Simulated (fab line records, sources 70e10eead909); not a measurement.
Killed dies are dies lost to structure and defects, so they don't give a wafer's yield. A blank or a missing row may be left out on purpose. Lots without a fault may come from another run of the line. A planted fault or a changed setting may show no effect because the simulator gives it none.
Chamber matching | flow nand_harc | NHARC_P_CONTACT_ALD_22 on ald_metal-02: 4 sister chambers
The step deposits TiN, target thk 3 nm, pulse time 1 s, ald cycles 150. 4 wafers are shown with their chamber, then 7 later ones without.

WAFERS WITH THEIR CHAMBER
wafer  | chamber | heater_power_w (W)
L080.6 | 1       | 1119
L081.4 | 3       | 955
L091.2 | 0       | 921
L091.3 | 2       | 1020

WAFERS WITHOUT THEIR CHAMBER
wafer  | heater_power_w (W)
L091.6 | 934
L093.2 | 1075
L093.3 | 1018
L093.5 | 1098
L097.2 | 1027
L097.5 | 999
L097.6 | 889

WHICH CHAMBER EACH WENT THROUGH
wafer  | from the rows above     | in truth
L091.6 | can't be placed: 0 or 3 | 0
L093.2 | can't be placed: 1 or 2 | 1
L093.3 | 2                       | 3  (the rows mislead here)
L093.5 | 1                       | 1
L097.2 | 2                       | 2
L097.5 | can't be placed: 2 or 3 | 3
L097.6 | can't be placed: 0 or 3 | 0
Placed correctly: 2 of 7. Can't be placed from these rows: 4 (the true chamber is among the candidates in 4). Placed wrongly: 1.
How it was worked out, from the rows above alone: a wafer's distance from a chamber is the root of the sum, over the readings, of the square of ((its reading less the chamber's mean) divided by the reading's scatter). The wafer belongs to the nearest chamber; if the next one is less than 2 further off, it can't be placed. A chamber's mean is the mean of its shown wafers. The scatter: with one shown wafer a chamber, the root of the mean of the squares of how far each hidden wafer lies from its nearest shown one.
